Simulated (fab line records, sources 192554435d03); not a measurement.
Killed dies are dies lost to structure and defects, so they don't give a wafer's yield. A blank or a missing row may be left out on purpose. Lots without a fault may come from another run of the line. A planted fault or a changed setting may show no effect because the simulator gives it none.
fab line records | flow n5_finfet
record lots=5 wafers=15 last_day=18
route steps=1938 shown BEOL_M2@841 BEOL_M4@1111 PASSIVATION@1936
lots that met no fault: from a run of the same line without faults
start_h: hours from the record's first day to the start of the lot's first wafer shown | wait_h: hours since the lot's step before | " the same as in the row above | L1.1+2: a row that stands for several wafers | - no value, or no start given | * or withheld: withheld | < > ~ a bound
route shown NAME@n: a module of which the file shows steps, and the number in the route of the first | usual: mean/standard deviation of fault-free wafers | same: alike in all rows | chamber/n: place in a boat | sites: the reading at each site | _std_site: their standard deviation | _edge_site: outer sites' mean less inner sites' | radius_mm: how far each site lies from the wafer's centre | mask NAME#n: copy n | behind: the tool/chamber that last shaped the wafer | hold: why the lot was held/for how many hours/how that ended | device: the transistor (n, p or np) that didn't switch | end of line: the same wafers' tests at the end of the route | a step without rows: its recipe alone | killed: dies lost to structure and defects at the first sort, not the wafer's yield | map: a wafer's dies, x killed, . not, _ none there
set.NAME: the setting as run; set.NAME@STEP: as run at that earlier step | model.NAME: the simulator's own value behind a step, which no gauge read
lots at some steps of the route; a table a step, a row a wafer
services: from which hour (start_h, from the record's first day; less than 0 if before it) a tool's chamber was out of use, for how many hours, and why
## steps
# step N5_BEOL_M2_ILD_DEP_00
# recipe material=SiOC target_thk_a=790 temp_c=350 precursor=DEMS/O2 pressure_torr=5 rf_w=500 time_s=15.3
# step N5_BEOL_M2_PECVD_72
# recipe material=SiO2 target_thk_a=160 temp_c=400 precursor=TEOS/O2 pressure_torr=5.5 rf_w=450 teos_flow_sccm=53.8 gas=O2 flow_sccm=3000 time_s=18
# step N5_BEOL_M2_HM_DEP_02
# recipe material=TiN target_thk_a=200 temp_c=25 chamber_pressure_pa=0.49996
# step N5_BEOL_M2_COAT_61
# recipe resist=SOC temp_c=250 time_s=60 spin_rpm=1500 resist_thk_nm=60
# step N5_BEOL_M2_COAT_62
# recipe resist=SiARC temp_c=220 time_s=60 spin_rpm=1500 resist_thk_nm=12
# step N5_BEOL_M2_COAT_73
# recipe resist=underlayer temp_c=205 time_s=60 spin_rpm=1500 resist_thk_nm=5
# step N5_BEOL_M2_COAT_05
# recipe resist=CAR-EUV spin_rpm=1500 resist_thk_nm=30
# step N5_BEOL_M2_EBR_07
# recipe solvent=PGMEA ebr_width_mm=1.5
# step N5_BEOL_M2_SOFTBAKE_06
# recipe temp_c=110 time_s=60 resist=CAR-EUV
# step N5_BEOL_M2_EXPOSE_08
# recipe mask_id=M2 na=0.33 source_shape=dipole sigma_inner=0.369 sigma_outer=0.767 polarization=unpolarized dose_mj=41.25
# usual exposure_dose_mJ_cm2=41.22/0.057
# same dipole_opening_deg=79.7
# columns lot.wafer tool chamber start_h wait_h mask exposure_dose_mJ_cm2
L508.2 euv_scanner-01 0 193.70 - M2#0 41.35
L508.3 " 0 " " M2#0 41.26
L508.4 " 0 " " M2#0 41.32
L509.1 euv_scanner-01 0 204.82 - M2#0 43.22
L509.5 " 0 " " M2#0 43.23
L509.6 " 0 " " M2#0 43.28
L510.2 euv_scanner-01 0 206.26 - M2#0 42.75
L510.3 " 0 " " M2#0 42.73
L510.4 " 0 " " M2#0 42.79
L511.1 euv_scanner-01 0 209.60 - M2#0 42.46
L511.3 " 0 " " M2#0 42.44
L511.5 " 0 " " M2#0 42.40
L521.1 euv_scanner-02 0 272.51 - M2#0 41.21
L521.4 " 0 " " M2#0 41.18
L521.6 " 0 " " M2#0 41.26
# step N5_BEOL_M2_PEB_09
# recipe peb_temp_c=100 peb_time_s=60 resist=CAR-EUV
# step N5_BEOL_M2_DEVELOP_10
# recipe develop_time_s=30 developer=TMAH resist=CAR-EUV rinse_liquid=surfactant_rinse dry=air_spin dev_temp_c=23
# step N5_BEOL_M2_CD_MEAS_11
# recipe target_cd_nm=16.79 landing_energy_ev=500 detector=se_inlens polarity=opening
# usual cd_nm=16.80/0.23
# columns lot.wafer tool chamber start_h wait_h cd_nm
L508.2 cd_sem-02 0 193.82 - 16.85
L508.3 " 0 " " 16.82
L508.4 " 0 " " 16.97
L509.1 cd_sem-03 0 204.95 - 17.92
L509.5 " 0 " " 17.55
L509.6 " 0 " " 17.67
L510.2 cd_sem-02 0 206.39 - 17.43
L510.3 " 0 " " 17.01
L510.4 " 0 " " 17.72
L511.1 cd_sem-03 0 209.73 - 17.83
L511.3 " 0 " " 17.73
L511.5 " 0 " " 17.62
L521.1 cd_sem-02 0 272.64 - 17.03
L521.4 " 0 " " 16.77
L521.6 " 0 " " 16.68
# step N5_BEOL_M2_DESCUM_16
# recipe chemistry=O2 time_s=7 source_power_w=50 bias_power_w=20 pressure_mtorr=20 rf_frequency_hz=2.712e+07 temp_c=40 resist=CAR-EUV o2_flow_sccm=225
# step N5_BEOL_M2_ETCH_74
# recipe chemistry=N2/H2 target=underlayer target_depth_a=65 mask_material=CAR-EUV time_s=5.2 ion_energy_ev=200 pressure_mtorr=30 source_w=840 bias_w=150 n2_flow_sccm=200 h2_flow_sccm=200 ends=cleared
# usual drypump_motor_current_A=6.0/0.36 etch_rf_on_time_s=5.20/0.08 h2_flow_sccm=200.0/0.63 oes_product_au=0.68/0.074 rf_vpp_V=524.1/2.2 showerhead_plenum_p_Torr=2.55/0.062 throttle_valve_pct=17.98/0.27
# columns lot.wafer tool chamber start_h wait_h drypump_motor_current_A etch_rf_on_time_s h2_flow_sccm oes_product_au rf_hours_counter_h rf_vpp_V showerhead_plenum_p_Torr throttle_valve_pct model.BEOL_M2.cd_offset_nm
L508.2 rie_diel-03 2 193.98 0.0 5.5 5.34 200.1 0.57 232 526.6 2.61 18.44 0
L508.3 " 3 " " 6.3 5.18 199.4 0.68 112 523.4 2.56 17.72 0.2
L508.4 " 1 " " 6.5 5.19 200.0 0.79 14 523.1 2.50 17.98 0.2
L509.1 rie_diel-03 3 205.53 0.0 6.3 5.18 199.7 0.68 117 524.7 2.56 17.75 0.8
L509.5 " 0 " " 5.8 5.13 200.7 0.72 - 525.7 2.57 18.10 0.8
L509.6 " 3 " " 6.3 5.15 199.1 0.68 - 525.9 2.56 17.74 1
L510.2 rie_diel-04 3 206.81 0.0 6.3 5.06 200.3 0.84 2 529.1 2.71 17.82 0.6
L510.3 " 1 " " 6.0 5.09 199.6 0.59 202 519.5 2.53 17.91 0.6
L510.4 " 0 " " 5.4 5.06 200.4 0.82 7 525.9 2.61 17.56 0.6
L511.1 rie_diel-03 0 210.15 0.0 5.7 5.21 199.6 0.72 78 525.8 2.57 18.13 0.8
L511.3 " 3 " " 6.3 5.28 199.3 0.67 119 525.5 2.56 17.73 1
L511.5 " 0 " " 5.7 5.15 200.0 0.72 - 525.0 2.57 18.14 0.8
L521.1 rie_diel-05 0 272.83 0.0 6.1 5.24 200.3 0.68 105 521.9 2.46 17.74 0
L521.4 " 1 " " 6.2 5.21 199.6 0.75 25 522.8 2.49 17.81 0.2
L521.6 " 1 " " 6.2 5.19 200.2 0.74 - 524.1 2.49 17.83 0.2
# step N5_BEOL_M2_ETCH_63
# recipe chemistry=CF4 target=SiARC target_depth_a=156 mask_material=CAR-EUV time_s=26 ion_energy_ev=80 pressure_mtorr=40 source_w=545 bias_w=36 Ar_flow_sccm=100 cf4_flow_sccm=100 ends=cleared
# step N5_BEOL_M2_ETCH_64
# recipe chemistry=N2/H2 target=SOC target_depth_a=750 overetch_a=225 mask_material=SiARC temp_c=40 time_s=121.9 ion_energy_ev=200 pressure_mtorr=30 source_w=840 bias_w=150 n2_flow_sccm=200 h2_flow_sccm=200
# step N5_BEOL_M2_STRIP_65
# recipe chemistry=N2/H2 temp_c=40 n2_flow_sccm=200 h2_flow_sccm=200 rf_frequency_hz=6e+07
# step N5_BEOL_M2_STRIP_75
# recipe chemistry=N2/H2 temp_c=40 n2_flow_sccm=200 h2_flow_sccm=200 rf_frequency_hz=6e+07
# step N5_BEOL_M2_STRIP_66
# recipe chemistry=CF4 resist=SiARC power_w=300 bias_power_w=75 pressure_mtorr=50 cf4_flow_sccm=150 rf_frequency_hz=6e+07
# step N5_BEOL_M2_HM_OPEN_17
# recipe chemistry=Cl2/BCl3 target_depth_a=200 overetch_a=60 target=TiN mask_material=SOC ion_energy_ev=150 pressure_mtorr=10 icp_w=1000 bias_w=126 Cl2_flow_sccm=53.25 bcl3_flow_sccm=21.75 Ar_flow_sccm=25
# usual drypump_motor_current_A=5.7/0.45 oes_product_au=0.69/0.069 throttle_valve_pct=22.22/0.23
# columns lot.wafer tool chamber start_h wait_h drypump_motor_current_A oes_product_au rf_hours_counter_h throttle_valve_pct model.BEOL_M2.cd_offset_nm
L508.2 rie_metal-03 1 194.21 0.0 6.0 0.72 23 22.47 -0.2
L508.3 " 1 " " 6.0 0.71 - 22.47 0
L508.4 " 0 " " 5.5 0.63 - 22.30 0.2
L509.1 rie_metal-02 0 205.75 0.0 5.1 0.72 20 21.97 0.8
L509.5 " 1 " " 6.3 0.70 - 21.97 1
L509.6 " 0 " " 5.1 0.72 - 21.96 1
L510.2 rie_metal-01 1 207.03 0.0 5.8 0.58 84 22.40 0.6
L510.3 " 1 " " 5.7 0.58 - 22.40 0.8
L510.4 " 0 " " 5.2 0.80 - 22.46 1
L511.1 rie_metal-01 1 210.37 0.0 5.7 0.58 84 22.37 1
L511.3 " 0 " " 5.2 0.79 - 22.47 1
L511.5 " 1 " " 5.7 0.59 - 22.40 0.8
L521.1 rie_metal-03 1 273.05 0.0 6.0 0.69 33 22.52 0.4
L521.4 " 1 " " 6.0 0.68 - 22.51 0.2
L521.6 " 0 " " 5.5 0.61 - 22.35 0.4
# step N5_BEOL_M2_STRIP_19
# recipe chemistry=O2 power_w=400 temp_c=40 pressure_mtorr=30 rf_frequency_hz=6e+07 bias_power_w=0 overash_fraction=0.2 o2_flow_sccm=225
# step N5_BEOL_M4_RC_MEAS_101
# usual DIBL_N=36.5/1.4 DIBL_P=36.9/1.7 IOFF_N=0.163/0.023 IOFF_P=0.22/0.032 ION_N=673/9 ION_P=462/7.5 SS_N=71.6/0.54 SS_P=73.4/0.62 VT_N=249.8/2.8 VT_P=-250/3.5
# columns lot.wafer tool chamber start_h wait_h DIBL_N[mV/V] DIBL_P[mV/V] IOFF_N[nA/um] IOFF_P[nA/um] ION_N[uA/um] ION_P[uA/um] SS_N[mV/dec] SS_P[mV/dec] VT_N[mV] VT_P[mV]
L508.2 prober-02 0 233.51 0.2 34.9 34.0 0.129 0.20 663 449 71.3 72.5 253.5 -250
L508.3 " 0 " " 36.2 35.2 0.155 0.22 667 463 71.5 72.3 248.4 -246
L508.4 " 0 " " 34.3 33.4 0.131 0.19 678 465 70.9 72.3 249.7 -250
L510.2 prober-02 0 245.77 0.2 35.2 34.9 0.137 0.19 676 460 70.7 72.8 252.8 -253
L510.3 " 0 " " 35.3 34.9 0.141 0.20 666 461 70.8 72.9 253.7 -248
L510.4 " 0 " " 36.9 37.8 0.178 0.24 680 467 71.6 73.4 248.0 -251
L509.1 prober-02 0 246.76 0.0 37.3 38.7 0.190 0.22 684 462 72.1 73.4 245.6 -252
L509.5 " 0 " " 38.1 39.3 0.207 0.24 676 450 72.2 74.1 245.3 -251
L509.6 " 0 " " 37.2 38.3 0.183 0.21 676 451 72.1 73.3 247.5 -253
L511.1 prober-02 0 250.63 0.0 38.9 37.8 0.198 0.22 680 460 72.1 74.2 246.4 -250
L511.3 " 0 " " 37.4 35.6 0.162 0.19 681 453 71.9 73.0 250.4 -253
L511.5 " 0 " " 37.7 36.0 0.162 0.19 662 453 71.2 73.7 251.5 -254
L521.1 prober-02 0 303.67 0.0 36.8 35.8 0.174 0.24 670 468 71.3 73.7 247.3 -249
L521.4 " 0 " " 36.5 34.9 0.172 0.23 662 455 72.4 73.5 248.9 -249
L521.6 " 0 " " 35.4 34.1 0.147 0.22 671 462 71.2 72.8 249.3 -249
# step N5_PASSIVATION_PROBE_49
# usual defect_limited_yield=91.2/1.4 killed_at_M0_to_M3=35/11 killed_at_M4_up=12/4.2 killed_at_contacts=13/5.6 killed_at_front_end=40/12 killed_at_other=3.3/2.6 killed_dies=103/17 killed_open=68/12 killed_short=34/7.6 sort_bin_5_function=5.1/0.95 sort_bin_6_memory=3.3/0.68 sort_n_pass=1077/17 sort_yield_pct=91.2/1.4
# same gross_dies=1180 killed_at_back_side=0 sort_bin_4_leakage[%]=0 sort_bin_8_speed[%]=0
# columns lot.wafer tool chamber start_h wait_h defect_limited_yield[%] killed_at_M0_to_M3 killed_at_M4_up killed_at_contacts killed_at_front_end killed_at_other killed_dies killed_open killed_short sort_bin_5_function[%] sort_bin_6_memory[%] sort_n_pass sort_yield_pct[%]
L508.2 prober-01 - 324.97 0.1 91.9 19 8 21 42 6 96 69 26 5.0 2.9 1084 91.9
L508.3 prober-01 - 325.02 0.1 91.7 40 2 15 39 2 98 64 30 5.3 2.5 1082 91.7
L508.4 prober-01 - 325.07 0.2 92.2 44 7 6 31 4 92 54 32 3.9 3.0 1088 92.2
L511.1 prober-01 - 351.40 0.3 85.3 83 17 21 45 7 173 91 51 9.0 5.2 1007 85.3
L511.3 prober-01 - 351.50 0.4 90.7 53 15 13 27 2 110 55 33 5.3 3.7 1070 90.7
L511.5 prober-01 - 351.60 0.5 90.6 61 11 13 25 1 111 55 27 5.3 3.8 1069 90.6
# killed by level:class
L508.2 MOL_CONTACT_COAG:geometric_particle:open=19 FIN_SAQP:geometric_particle:open=18 FIN_SAQP:geometric_particle:short=8 BEOL_M2:geometric_particle:open=6 STI_FIN_REVEAL:geometric_particle:open=4 DUMMY_GATE:geometric_particle:open=4 BEOL_M1:geometric_particle:open=4 GATE_CUT:geometric_particle:short=3
L508.3 MOL_CONTACT_COAG:geometric_particle:open=12 BEOL_M3:geometric_particle:open=11 STARTING-WAFER:geometric_particle:open=7 FIN_SAQP:geometric_particle:open=6 GATE_CUT:geometric_particle:short=6 BEOL_M0_SAQP:geometric_particle:short=6 STI_FIN_REVEAL:geometric_particle:open=5 BEOL_M0_SAQP:geometric_particle:open=5
L508.4 BEOL_M2:geometric_particle:open=12 BEOL_M0_SAQP:geometric_particle:short=12 BEOL_M3:geometric_particle:open=8 STI_FIN_REVEAL:geometric_particle:open=6 GATE_CUT:geometric_particle:short=5 FIN_SAQP:geometric_particle:open=4 DUMMY_GATE:geometric_particle:open=4 BEOL_M0_SAQP:geometric_particle:open=4
L511.1 BEOL_M2:area_expose=30 BEOL_M0_SAQP:geometric_particle:short=18 MOL_CONTACT_COAG:geometric_particle:open=16 BEOL_M0_SAQP:geometric_particle:open=16 FIN_SAQP:geometric_particle:open=14 FIN_SAQP:geometric_particle:short=13 BEOL_M4:geometric_particle:open=10 STI_FIN_REVEAL:geometric_particle:open=6
L511.3 BEOL_M2:area_expose=22 BEOL_M4:geometric_particle:open=11 MOL_CONTACT_COAG:geometric_particle:open=10 BEOL_M0_SAQP:geometric_particle:open=8 BEOL_M0_SAQP:geometric_particle:short=7 BEOL_M2:geometric_particle:open=7 STI_FIN_REVEAL:geometric_particle:open=6 STARTING-WAFER:geometric_particle:short=5
L511.5 BEOL_M2:area_expose=28 MOL_CONTACT_COAG:geometric_particle:open=10 BEOL_M0_SAQP:geometric_particle:open=10 BEOL_M2:geometric_particle:open=8 BEOL_M0_SAQP:geometric_particle:short=6 BEOL_M4:geometric_particle:open=4 MOL_CONTACT_COAG:geometric_particle:short=3 BEOL_M2:geometric_particle:short=3
## services
# columns tool chamber start_h hours kind
rie_metal-01 0 170.61 11.9 repair
rie_diel-04 0 173.53 - clean
rie_diel-04 0 173.53 - consumable_replace:focus_ring
rie_metal-02 1 187.87 1.7 repair
rie_diel-05 3 202.56 13.1 repair
euv_scanner-01 0 207.81 - calibration
euv_scanner-01 - 209.69 0.2 repair
euv_scanner-01 - 210.00 1.0 pm
euv_scanner-02 - 211.03 4.6 pm
euv_scanner-01 - 215.63 4.6 pm
rie_metal-03 0 215.64 3.2 repair
euv_scanner-02 - 220.23 1.0 pm
rie_metal-02 0 223.35 4.1 repair
rie_metal-03 0 224.56 9.9 repair
euv_scanner-02 - 242.27 17.3 pm
rie_diel-03 2 245.19 - clean
rie_diel-03 2 245.19 - consumable_replace:focus_ring
rie_diel-03 2 245.19 22.5 scheduled_down
rie_diel-03 2 245.19 22.5 vent_cycle
rie_metal-02 0 258.04 13.5 repair
euv_scanner-01 - 262.12 1.0 pm
rie_metal-01 0 262.30 15.0 repair
rie_metal-02 1 266.37 16.0 repair
rie_metal-03 - 271.82 0.6 repair
## key
first_sign step=N5_BEOL_M2_EXPOSE_08 reading=exposure_dose_mJ_cm2 direction=up sigmas=28 usual=41.22 struck=42.81
effect step=N5_BEOL_M2_CD_MEAS_11 reading=cd_nm direction=up sigmas=3.5 usual=16.80 struck=17.61 through=control_loop
effect step=N5_PASSIVATION_PROBE_49 reading=killed_at_M0_to_M3 direction=up sigmas=2.8 usual=35 struck=66 wafers_moved=2
model_effect step=N5_BEOL_M2_ETCH_74 value=BEOL_M2.cd_offset_nm without=0.04444 struck=0.7778
model_effect step=N5_BEOL_M2_HM_OPEN_17 value=BEOL_M2.cd_offset_nm without=0.1333 struck=0.8889
more_kills_born_at N5_BEOL_M2_EXPOSE_08@euv_scanner-01=80
met_at N5_BEOL_M2_EXPOSE_08
struck_wafers L509.1,L509.5,L509.6,L510.2,L510.3,L510.4,L511.1,L511.3,L511.5
rows_end L509.1,L509.5,L509.6,L510.2,L510.3,L510.4
loop_trim step=N5_BEOL_M2_EXPOSE_08 setting=dose lots=L510,L511
onset_between 193.70 204.82
fault kind=process_parameter_drift tool=euv_scanner-01 chamber=- onset_h=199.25 steps=N5_BEOL_M2_EXPOSE_08 channel=dose_mj offset=1.9436 shape=step acts_in=these_recipes_only stated=41.25
# rows_end: these wafers met a further fault down the route, and their rows from its step on are left out
# loop_trim: a control loop set the setting to another value than it would have without faults
